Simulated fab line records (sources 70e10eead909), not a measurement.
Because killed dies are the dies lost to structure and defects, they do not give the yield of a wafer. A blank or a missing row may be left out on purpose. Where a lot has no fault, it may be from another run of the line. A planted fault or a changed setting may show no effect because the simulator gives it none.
What tool caused it? / flow nandHarc / Sampling: 11 lots, 32 wafers, 5 of 1302 route steps

## WHAT THE GAUGES SHOWED, per wafer
NHARC_A_BLC_CD_MEAS_10 targets a cd of 100 nm. Usual: cdNm at 100.1 nm, with a standard deviation of 0.66.
lot=L402; measured=day 23 06:35; on=cdSem-03; cdNm (nm)=100.3 100.8 100.1; flag=
lot=L403; measured=day 24 07:05; on=cdSem-03; cdNm (nm)=99.6 100.6 99.2; flag=
lot=L404; measured=day 25 08:13; on=cdSem-03; cdNm (nm)=99.9 100.6 99.9; flag=
lot=L406; measured=day 26 04:10; on=cdSem-02; cdNm (nm)=100.3 100.5 100.7; flag=
lot=L413; measured=day 27 17:13; on=cdSem-02; cdNm (nm)=100.6 101.3; flag=
lot=L414; measured=day 28 22:10; on=cdSem-02; cdNm (nm)=99.9 100.9 99.1; flag=
lot=L419; measured=day 30 14:50; on=cdSem-03; cdNm (nm)=99.7 98.8 99.0; flag=
lot=L420; measured=day 30 21:55; on=cdSem-02; cdNm (nm)=99.7 99.6 99.6; flag=
lot=L422; measured=day 30 21:37; on=cdSem-03; cdNm (nm)=100.0 100.5 99.8; flag=
lot=L421; measured=day 31 03:19; on=cdSem-03; cdNm (nm)=100.6 101.0 99.7; flag=
lot=L423; measured=day 32 14:39; on=cdSem-02; cdNm (nm)=99.5 100.3 100.4; flag=

NHARC_END_SORT_01. Usual: killedAtArray 53, standard deviation 18; killedAtOther 1.0, standard deviation 1.2; killedAtPeriphery 3.6, standard deviation 2.4; killedDies 58, standard deviation 18; killedOpen 3.4, standard deviation 1.8; killedShort 2.3, standard deviation 1.5.
lot=L406; measured=day 27 21:28; on=prober-01; killedAtArray=72 109 65; killedAtOther=0 0 0; killedAtPeriphery=5 1 2; killedDies=77 110 67; killedOpen=4 2 4; killedShort=1 1 1; flag=
lot=L413; measured=day 29 13:22; on=prober-02; killedAtArray=66 83; killedAtOther=3 1; killedAtPeriphery=3 0; killedDies=72 84; killedOpen=1 5; killedShort=4 2; flag=

## WHICH TOOL RAN EACH LOT (tool, then ch and the chambers of the sampled wafers, then the start)
lot=L402; NHARC_A_CONTACT_ETCH_92=rieDiel-05 ch 0,1, day 23 03:32; NHARC_A_CONTACT_ETCH_98=rieDiel-05 ch 1,3, day 23 06:35 or earlier; NHARC_A_BLC_ETCH_16=rieDiel-07 ch 0,2,3, day 23 06:52
lot=L403; NHARC_A_CONTACT_ETCH_92=rieDiel-12 ch 1,3, day 24 04:04; NHARC_A_CONTACT_ETCH_98=rieDiel-12 ch 0,1,2, day 24 07:05 or earlier; NHARC_A_BLC_ETCH_16=rieDiel-04 ch 0,2, day 24 07:21
lot=L404; NHARC_A_CONTACT_ETCH_92=rieDiel-02 ch 0,1,2, day 25 05:03; NHARC_A_CONTACT_ETCH_98=rieDiel-02 ch 0,2,3, day 25 08:13 or earlier; NHARC_A_BLC_ETCH_16=rieDiel-04 ch 0,3, day 25 08:29
lot=L406; NHARC_A_CONTACT_ETCH_92=rieDiel-05 ch 0,1, day 26 01:04; NHARC_A_CONTACT_ETCH_98=rieDiel-05 ch 1,2,3, day 26 04:10 or earlier; NHARC_A_BLC_ETCH_16=rieDiel-04 ch 0,1, day 26 04:26
lot=L413; NHARC_A_CONTACT_ETCH_92=rieDiel-05 ch 0,1, day 27 14:09; NHARC_A_CONTACT_ETCH_98=rieDiel-05 ch 0,3, day 27 17:13 or earlier; NHARC_A_BLC_ETCH_16=rieDiel-04 ch 0,2, day 27 17:29
lot=L414; NHARC_A_CONTACT_ETCH_92=rieDiel-12 ch 0,1, day 28 18:59; NHARC_A_CONTACT_ETCH_98=rieDiel-12 ch 1,2,3, day 28 22:10 or earlier; NHARC_A_BLC_ETCH_16=rieDiel-07 ch 0,2, day 28 22:26
lot=L419; NHARC_A_CONTACT_ETCH_92=rieDiel-02 ch 0,3, day 30 11:30; NHARC_A_CONTACT_ETCH_98=rieDiel-02 ch 1,2, day 30 14:50 or earlier; NHARC_A_BLC_ETCH_16=rieDiel-13 ch 0,2,3, day 30 15:06
lot=L420; NHARC_A_CONTACT_ETCH_92=rieDiel-05 ch 0,1,2, day 30 18:17; NHARC_A_CONTACT_ETCH_98=rieDiel-05 ch 0,1,3, day 30 21:55 or earlier; NHARC_A_BLC_ETCH_16=rieDiel-04 ch 1,2,3, day 30 22:11
lot=L422; NHARC_A_CONTACT_ETCH_92=rieDiel-02 ch 0,1,3, day 30 18:34; NHARC_A_CONTACT_ETCH_98=rieDiel-02 ch 1,2, day 30 21:37 or earlier; NHARC_A_BLC_ETCH_16=rieDiel-07 ch 0,1,2, day 30 21:53
lot=L421; NHARC_A_CONTACT_ETCH_92=rieDiel-05 ch 0,1,2, day 31 00:06; NHARC_A_CONTACT_ETCH_98=rieDiel-05 ch 1,2,3, day 31 03:19 or earlier; NHARC_A_BLC_ETCH_16=rieDiel-07 ch 1,2,3, day 31 03:35
lot=L423; NHARC_A_CONTACT_ETCH_92=rieDiel-05 ch 2,3, day 32 11:24; NHARC_A_CONTACT_ETCH_98=rieDiel-05 ch 0,1, day 32 14:39 or earlier; NHARC_A_BLC_ETCH_16=rieDiel-04 ch 1,2,3, day 32 14:55
- NHARC_A_CONTACT_ETCH_92: etches the open film in CH3F/O2, target depth 40 nm, time 85.7 s.
- NHARC_A_CONTACT_ETCH_98: etches the open film in C4F6/O2, target depth 20 nm, time 10 s.
- NHARC_A_BLC_ETCH_16: etches the open film in CF4, target depth 39 nm, time 65 s.

## WHAT THE TOOLS THEMSELVES READ (means of the sampled wafers that have a number; where no wafer has one, the mark that the record gives instead)
NHARC_A_CONTACT_ETCH_92. Usual: drypumpMotorCurrentA 5.8 A, standard deviation 0.45; oesProductAu 0.93 a.u., standard deviation 0.031; rfFwdPowerW 496.2 W, standard deviation 1.8; rfVppV 244.5 V, standard deviation 1.8; runLengthS 107.2 s, standard deviation 0.53; showerheadPlenumPTorr 2.47 Torr, standard deviation 0.12; throttleValvePct 20.663 %, standard deviation 0.0086.
lot=L402; tool=rieDiel-05; drypumpMotorCurrentA (A)=6.1; oesProductAu (a.u.)=0.93; rfFwdPowerW (W)=496.9; rfVppV (V)=243.4; runLengthS (s)=106.9; showerheadPlenumPTorr (Torr)=2.38; throttleValvePct (%)=20.660; flag=
lot=L403; tool=rieDiel-12; drypumpMotorCurrentA (A)=6.0; oesProductAu (a.u.)=0.94; rfFwdPowerW (W)=497.1; rfVppV (V)=243.4; runLengthS (s)=107.2; showerheadPlenumPTorr (Torr)=2.48; throttleValvePct (%)=20.661; flag=
lot=L404; tool=rieDiel-02; drypumpMotorCurrentA (A)=5.8; oesProductAu (a.u.)=1.00; rfFwdPowerW (W)=497.0; rfVppV (V)=245.2; runLengthS (s)=107.2; showerheadPlenumPTorr (Torr)=2.55; throttleValvePct (%)=20.657; flag=
lot=L406; tool=rieDiel-05; drypumpMotorCurrentA (A)=6.1; oesProductAu (a.u.)=0.98; rfFwdPowerW (W)=496.5; rfVppV (V)=243.9; runLengthS (s)=107.3; showerheadPlenumPTorr (Torr)=2.47; throttleValvePct (%)=20.665; flag=
lot=L413; tool=rieDiel-05; drypumpMotorCurrentA (A)=6.1; oesProductAu (a.u.)=0.95; rfFwdPowerW (W)=496.6; rfVppV (V)=244.2; runLengthS (s)=106.8; showerheadPlenumPTorr (Torr)=2.42; throttleValvePct (%)=20.670; flag=
lot=L414; tool=rieDiel-12; drypumpMotorCurrentA (A)=6.0; oesProductAu (a.u.)=1.00; rfFwdPowerW (W)=495.1; rfVppV (V)=245.5; runLengthS (s)=106.9; showerheadPlenumPTorr (Torr)=2.49; throttleValvePct (%)=20.663; flag=
lot=L419; tool=rieDiel-02; drypumpMotorCurrentA (A)=5.8; oesProductAu (a.u.)=0.93; rfFwdPowerW (W)=495.9; rfVppV (V)=244.9; runLengthS (s)=106.9; showerheadPlenumPTorr (Torr)=2.51; throttleValvePct (%)=20.664; flag=
lot=L420; tool=rieDiel-05; drypumpMotorCurrentA (A)=6.0; oesProductAu (a.u.)=0.92; rfFwdPowerW (W)=498.1; rfVppV (V)=243.9; runLengthS (s)=107.3; showerheadPlenumPTorr (Torr)=2.40; throttleValvePct (%)=20.673; flag=
lot=L422; tool=rieDiel-02; drypumpMotorCurrentA (A)=5.6; oesProductAu (a.u.)=0.92; rfFwdPowerW (W)=497.6; rfVppV (V)=246.1; runLengthS (s)=107.0; showerheadPlenumPTorr (Torr)=2.52; throttleValvePct (%)=20.670; flag=
lot=L421; tool=rieDiel-05; drypumpMotorCurrentA (A)=6.0; oesProductAu (a.u.)=0.92; rfFwdPowerW (W)=494.4; rfVppV (V)=244.1; runLengthS (s)=107.5; showerheadPlenumPTorr (Torr)=2.40; throttleValvePct (%)=20.663; flag=
lot=L423; tool=rieDiel-05; drypumpMotorCurrentA (A)=5.8; oesProductAu (a.u.)=0.92; rfFwdPowerW (W)=495.7; rfVppV (V)=243.8; runLengthS (s)=107.8; showerheadPlenumPTorr (Torr)=2.42; throttleValvePct (%)=20.664; flag=

NHARC_A_CONTACT_ETCH_98. Usual: drypumpMotorCurrentA 5.9 A, standard deviation 0.43; oesProductAu 0.953 a.u., standard deviation 0.026; rfFwdPowerW 586.1 W, standard deviation 2.3; rfVppV 547 V, standard deviation 3.6; runLengthS 31.1 s, standard deviation 0.39; showerheadPlenumPTorr 3.93 Torr, standard deviation 0.18; throttleValvePct 26.903 %, standard deviation 0.011.
lot=L402; tool=rieDiel-05; drypumpMotorCurrentA (A)=5.9; oesProductAu (a.u.)=0.939; rfFwdPowerW (W)=586.8; rfVppV (V)=549; runLengthS (s)=31.4; showerheadPlenumPTorr (Torr)=4.02; throttleValvePct (%)=26.908; flag=
lot=L403; tool=rieDiel-12; drypumpMotorCurrentA (A)=5.5; oesProductAu (a.u.)=0.966; rfFwdPowerW (W)=586.1; rfVppV (V)=546; runLengthS (s)=31.1; showerheadPlenumPTorr (Torr)=3.91; throttleValvePct (%)=26.915; flag=
lot=L404; tool=rieDiel-02; drypumpMotorCurrentA (A)=6.1; oesProductAu (a.u.)=0.994; rfFwdPowerW (W)=587.3; rfVppV (V)=546; runLengthS (s)=30.8; showerheadPlenumPTorr (Torr)=3.92; throttleValvePct (%)=26.900; flag=
lot=L406; tool=rieDiel-05; drypumpMotorCurrentA (A)=5.9; oesProductAu (a.u.)=0.983; rfFwdPowerW (W)=584.0; rfVppV (V)=548; runLengthS (s)=31.5; showerheadPlenumPTorr (Torr)=3.96; throttleValvePct (%)=26.918; flag=
lot=L413; tool=rieDiel-05; drypumpMotorCurrentA (A)=5.9; oesProductAu (a.u.)=0.958; rfFwdPowerW (W)=584.7; rfVppV (V)=546; runLengthS (s)=31.0; showerheadPlenumPTorr (Torr)=3.81; throttleValvePct (%)=26.892; flag=
lot=L414; tool=rieDiel-12; drypumpMotorCurrentA (A)=5.8; oesProductAu (a.u.)=1.003; rfFwdPowerW (W)=585.7; rfVppV (V)=548; runLengthS (s)=31.0; showerheadPlenumPTorr (Torr)=4.00; throttleValvePct (%)=26.897; flag=
lot=L419; tool=rieDiel-02; drypumpMotorCurrentA (A)=5.5; oesProductAu (a.u.)=0.943; rfFwdPowerW (W)=591.6; rfVppV (V)=549; runLengthS (s)=31.1; showerheadPlenumPTorr (Torr)=4.04; throttleValvePct (%)=26.896; flag=
lot=L420; tool=rieDiel-05; drypumpMotorCurrentA (A)=6.0; oesProductAu (a.u.)=0.921; rfFwdPowerW (W)=586.9; rfVppV (V)=546; runLengthS (s)=31.1; showerheadPlenumPTorr (Torr)=3.89; throttleValvePct (%)=26.910; flag=
lot=L422; tool=rieDiel-02; drypumpMotorCurrentA (A)=6.1; oesProductAu (a.u.)=0.953; rfFwdPowerW (W)=587.1; rfVppV (V)=547; runLengthS (s)=31.1; showerheadPlenumPTorr (Torr)=3.92; throttleValvePct (%)=26.910; flag=
lot=L421; tool=rieDiel-05; drypumpMotorCurrentA (A)=6.0; oesProductAu (a.u.)=0.943; rfFwdPowerW (W)=584.0; rfVppV (V)=547; runLengthS (s)=31.4; showerheadPlenumPTorr (Torr)=3.95; throttleValvePct (%)=26.903; flag=
lot=L423; tool=rieDiel-05; drypumpMotorCurrentA (A)=6.1; oesProductAu (a.u.)=0.928; rfFwdPowerW (W)=584.0; rfVppV (V)=546; runLengthS (s)=31.0; showerheadPlenumPTorr (Torr)=3.92; throttleValvePct (%)=26.914; flag=

NHARC_A_BLC_ETCH_16. Usual: drypumpMotorCurrentA 5.7 A, standard deviation 0.53; oesProductAu 1.001 a.u., standard deviation 0.0079; rfFwdPowerW 297.7 W, standard deviation 1; rfVppV 151.2 V, standard deviation 1.2; runLengthS 86.3 s, standard deviation 0.58; showerheadPlenumPTorr 1.76 Torr, standard deviation 0.065; throttleValvePct 13.283 %, standard deviation 0.0094.
lot=L402; tool=rieDiel-07; drypumpMotorCurrentA (A)=6.0; oesProductAu (a.u.)=1.000; rfFwdPowerW (W)=296.7; rfVppV (V)=151.6; runLengthS (s)=86.4; showerheadPlenumPTorr (Torr)=1.76; throttleValvePct (%)=13.292; flag=
lot=L403; tool=rieDiel-04; drypumpMotorCurrentA (A)=5.1; oesProductAu (a.u.)=1.007; rfFwdPowerW (W)=297.3; rfVppV (V)=152.0; runLengthS (s)=86.8; showerheadPlenumPTorr (Torr)=1.80; throttleValvePct (%)=13.284; flag=
lot=L404; tool=rieDiel-04; drypumpMotorCurrentA (A)=5.4; oesProductAu (a.u.)=1.008; rfFwdPowerW (W)=297.8; rfVppV (V)=150.9; runLengthS (s)=86.4; showerheadPlenumPTorr (Torr)=1.78; throttleValvePct (%)=13.277; flag=
lot=L406; tool=rieDiel-04; drypumpMotorCurrentA (A)=5.4; oesProductAu (a.u.)=1.005; rfFwdPowerW (W)=297.1; rfVppV (V)=152.7; runLengthS (s)=80.4; showerheadPlenumPTorr (Torr)=1.82; throttleValvePct (%)=13.283; flag=OFF
lot=L413; tool=rieDiel-04; drypumpMotorCurrentA (A)=5.2; oesProductAu (a.u.)=1.006; rfFwdPowerW (W)=298.0; rfVppV (V)=150.7; runLengthS (s)=78.4; showerheadPlenumPTorr (Torr)=1.79; throttleValvePct (%)=13.288; flag=OFF
lot=L414; tool=rieDiel-07; drypumpMotorCurrentA (A)=5.7; oesProductAu (a.u.)=1.001; rfFwdPowerW (W)=296.7; rfVppV (V)=151.5; runLengthS (s)=86.5; showerheadPlenumPTorr (Torr)=1.71; throttleValvePct (%)=13.286; flag=
lot=L419; tool=rieDiel-13; drypumpMotorCurrentA (A)=5.7; oesProductAu (a.u.)=0.999; rfFwdPowerW (W)=296.3; rfVppV (V)=150.3; runLengthS (s)=86.3; showerheadPlenumPTorr (Torr)=1.73; throttleValvePct (%)=13.280; flag=
lot=L420; tool=rieDiel-04; drypumpMotorCurrentA (A)=5.9; oesProductAu (a.u.)=0.998; rfFwdPowerW (W)=297.6; rfVppV (V)=150.7; runLengthS (s)=86.1; showerheadPlenumPTorr (Torr)=1.76; throttleValvePct (%)=13.281; flag=
lot=L422; tool=rieDiel-07; drypumpMotorCurrentA (A)=5.6; oesProductAu (a.u.)=1.007; rfFwdPowerW (W)=298.2; rfVppV (V)=151.1; runLengthS (s)=86.3; showerheadPlenumPTorr (Torr)=1.70; throttleValvePct (%)=13.285; flag=
lot=L421; tool=rieDiel-07; drypumpMotorCurrentA (A)=5.8; oesProductAu (a.u.)=0.999; rfFwdPowerW (W)=299.0; rfVppV (V)=151.7; runLengthS (s)=86.6; showerheadPlenumPTorr (Torr)=1.76; throttleValvePct (%)=13.279; flag=
lot=L423; tool=rieDiel-04; drypumpMotorCurrentA (A)=5.9; oesProductAu (a.u.)=1.011; rfFwdPowerW (W)=297.1; rfVppV (V)=151.3; runLengthS (s)=85.7; showerheadPlenumPTorr (Torr)=1.75; throttleValvePct (%)=13.283; flag=

## THE ANSWER, worked out from the rows above alone
Rule: a lot counts as off when the mean over its wafers that have a number is more than 3 standard deviations away from the usual mean. Also off: a lot with no number at a reading for which 4 or more lots have one. Any other lot the step has rows for is counted as sound. The gauges are gone through in route order, then the tools' own readings, and for those a lot's mean is taken as printed above. At the first step where some lot is off, the reading lying furthest off is the one used; lots without a number count as furthest.
Off: L406, L413, at NHARC_A_BLC_ETCH_16 (runLengthS).
A tool fits if, at that step or a process step before it, it ran every lot that is off, and no sound lot after the first of them. NHARC_A_CONTACT_ETCH_98: start missing for some lots; hours and lot order therefore follow NHARC_A_BLC_CD_MEAS_10. No candidate that was tried fits.

## WHAT THE SIMULATOR PUT IN
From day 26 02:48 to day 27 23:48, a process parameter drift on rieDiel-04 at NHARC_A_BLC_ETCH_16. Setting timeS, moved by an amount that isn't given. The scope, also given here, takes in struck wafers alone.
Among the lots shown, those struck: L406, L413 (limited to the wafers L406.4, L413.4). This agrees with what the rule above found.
